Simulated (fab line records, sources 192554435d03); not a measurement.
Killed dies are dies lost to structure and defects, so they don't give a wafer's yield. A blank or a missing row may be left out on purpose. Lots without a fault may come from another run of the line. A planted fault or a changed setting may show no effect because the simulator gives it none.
Chamber matching | flow n5_finfet | N5_BEOL_M0_ALD_136 on ald_metal-04: 4 sister chambers
The step deposits TaN, pulse time 2 s, purge time 3 s, co reactant purge time 2 s. 20 wafers are shown with their chamber, then 10 later ones without.

WAFERS WITH THEIR CHAMBER
wafer  | chamber | heater_power_w (W)
L074.2 | 0       | 372
L074.3 | 3       | 359
L074.4 | 3       | 363
L075.3 | 2       | 395
L075.5 | 3       | 359
L075.6 | 0       | 364
L076.2 | 2       | 400
L076.5 | 2       | 400
L076.6 | 0       | 365
L078.1 | 0       | 363
L078.3 | 3       | 357
L078.6 | 3       | 356
L083.4 | 1       | 407
L083.5 | 0       | 361
L083.6 | 3       | 354
L085.2 | 3       | 360
L085.3 | 1       | 402
L085.6 | 1       | 405
L087.2 | 2       | 410
L087.3 | 1       | 411

SIGNATURES (means of the wafers above)
reading        | chamber 0 | chamber 1 | chamber 2 | chamber 3 | scatter within a chamber
heater_power_w | 365.00    | 406.25    | 401.25    | 358.29    | 4.21
Rule: a wafer's distance from a chamber is the root of the sum, over the readings, of the square of ((its reading less the chamber's mean) divided by the reading's scatter). The wafer belongs to the nearest chamber; if the next one is less than 2 further off, it can't be placed. The scatter: the root of (the sum of the squares of (reading less its chamber's mean) over the shown wafers, divided by (wafers less chambers)).

WAFERS WITHOUT THEIR CHAMBER
wafer  | heater_power_w (W)
L087.6 | 368
L090.1 | 355
L090.4 | 423
L090.6 | 413
L089.1 | 399
L089.4 | 399
L089.6 | 360
L093.1 | 364
L093.5 | 399
L093.6 | 356

WHICH CHAMBER EACH WENT THROUGH
wafer  | from the rows above     | in truth
L087.6 | can't be placed: 0 or 3 | 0
L090.1 | can't be placed: 3 or 0 | 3
L090.4 | can't be placed: 1 or 2 | 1
L090.6 | can't be placed: 1 or 2 | 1
L089.1 | can't be placed: 2 or 1 | 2
L089.4 | can't be placed: 2 or 1 | 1
L089.6 | can't be placed: 3 or 0 | 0
L093.1 | can't be placed: 0 or 3 | 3
L093.5 | can't be placed: 2 or 1 | 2
L093.6 | can't be placed: 3 or 0 | 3
Placed correctly: 0 of 10. Can't be placed from these rows: 10 (the true chamber is among the candidates in 10). Placed wrongly: 0.
